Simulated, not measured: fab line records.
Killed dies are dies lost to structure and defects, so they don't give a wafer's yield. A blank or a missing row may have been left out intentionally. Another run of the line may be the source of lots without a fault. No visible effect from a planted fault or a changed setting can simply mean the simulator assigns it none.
One fault through the eyes of 3 desks :: flow nand-harc :: each desk holds nothing but its own numbers, with what lay behind them at the end

## THE TOOL OWNER'S DESK: har-etch-01
The tool's own readings at NHARC_A_CHANNEL_HOLE_D2_ETCH_24 (etches the open film in C4F8/O2/Ar, time 906.2 s, target depth 1500 nm): means of the sampled wafers that have a number, for each lot that ran on this tool. A lot is out of limits, marked OUT, if its mean lies more than 4 standard deviations from the usual mean; the brackets give that distance.
Columns: A = drypump-motor-current-A at NHARC_A_CHANNEL_HOLE_D2_ETCH_24, usual 5.7 A; B = oes-air-line-au at NHARC_A_CHANNEL_HOLE_D2_ETCH_24, usual 1.004 a.u.; C = showerhead-plenum-p-Torr at NHARC_A_CHANNEL_HOLE_D2_ETCH_24, usual 3.63 Torr; D = throttle-valve-pct at NHARC_A_CHANNEL_HOLE_D2_ETCH_24, usual 32.235 %
lot: L981
first seen here: day 14 07:11
A: 5.8
B: 1.016
C: 3.63
D: 32.231

lot: L982
first seen here: day 15 02:05
A: 5.1
B: 0.999
C: 3.64
D: 32.233

lot: L987
first seen here: day 17 11:34
A: 5.8
B: 1.014
C: 3.61
D: 32.231

lot: L988
first seen here: day 18 01:38
A: 5.4
B: 1.002
C: 3.61
D: 32.237

lot: L998
first seen here: day 22 11:21
A: 5.5
B: 1.012
C: 3.57
D: 32.226

lot: L999
first seen here: day 22 15:32
A: 6.1
B: 1.021
C: 3.56
D: 32.241
Result from this desk: across the 6 lots, nothing is out of limits.

## METROLOGY DESK
What the gauges read for every lot (on any tool): the sampled wafers with a number, averaged. A lot is out of limits, marked OUT, if its mean lies more than 4 standard deviations from the usual mean; the brackets give that distance.
Columns: A = cd-nm at NHARC_A_CHANNEL_HOLE_D2_CD_MEAS_18, usual 100.2 nm
lot: L978
first seen here: day 13 05:41
A: 99.6

lot: L979
first seen here: day 14 03:23
A: 99.6

lot: L981
first seen here: day 14 04:59
A: 100.5

lot: L982
first seen here: day 14 22:41
A: 100.7

lot: L987
first seen here: day 17 05:42
A: 101.8

lot: L988
first seen here: day 17 23:26
A: 101.3

lot: L990
first seen here: day 18 23:36
A: 98.3

lot: L995
first seen here: day 20 07:32
A: 100.2

lot: L997
first seen here: day 22 00:47
A: 97.8

lot: L998
first seen here: day 22 00:59
A: 100.5

lot: L999
first seen here: day 22 07:58
A: 98.4

lot: L101
first seen here: day 22 19:56
A: 98.1
Result from this desk: across the 12 lots, nothing is out of limits.

## THE DEFECT DESK
Counts from the inspections along the route, per lot, as means over the sampled wafers that have a number. A lot is out of limits, marked OUT, if its mean lies more than 4 standard deviations from the usual mean; the brackets give that distance.
Columns: A = raw-defect-count at NHARC_A_CHANNEL_HOLE_D2_INSPECT_40, usual 249
lot: L978
first seen here: day 13 13:29
A: 299

lot: L979
first seen here: day 14 09:08
A: 344

lot: L981
first seen here: day 14 10:46
A: 218

lot: L982
first seen here: day 15 05:51
A: 281

lot: L987
first seen here: day 17 15:03
A: 615 (+5.2) OUT

lot: L988
first seen here: day 18 05:14
A: 413

lot: L990
first seen here: day 19 05:46
A: 257

lot: L995
first seen here: day 20 13:19
A: 408

lot: L997
first seen here: day 22 11:30
A: 342

lot: L998
first seen here: day 22 15:20
A: 208

lot: L999
first seen here: day 22 19:06
A: 247

lot: L101
first seen here: day 23 01:41
A: 250
This desk's finding: out of limits on L987; first on L987, day 17 15:03 (raw-defect-count at NHARC_A_CHANNEL_HOLE_D2_INSPECT_40). In limits: L978, L979, L981, L982, L988, L990, L995, L997, L998, L999, L101.

## BROUGHT TOGETHER
The defect desk could have raised an alarm at day 17 15:03, on L987.
The tool owner's desk saw nothing out of limits.
Metrology desk: nothing out of limits seen.
Tool owner's desk: L987 on record, inside its limits.
The metrology desk has L987 on record, within its limits.
Every lot named ran NHARC_A_CHANNEL_HOLE_D2_ETCH_24 on har-etch-01.

## WHAT THE SIMULATOR PUT IN
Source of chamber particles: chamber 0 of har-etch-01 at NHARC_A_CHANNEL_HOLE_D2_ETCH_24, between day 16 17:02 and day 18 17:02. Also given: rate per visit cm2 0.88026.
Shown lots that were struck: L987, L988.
Hours from the fault's start to each desk's first reading out of limits: the defect desk, 22.
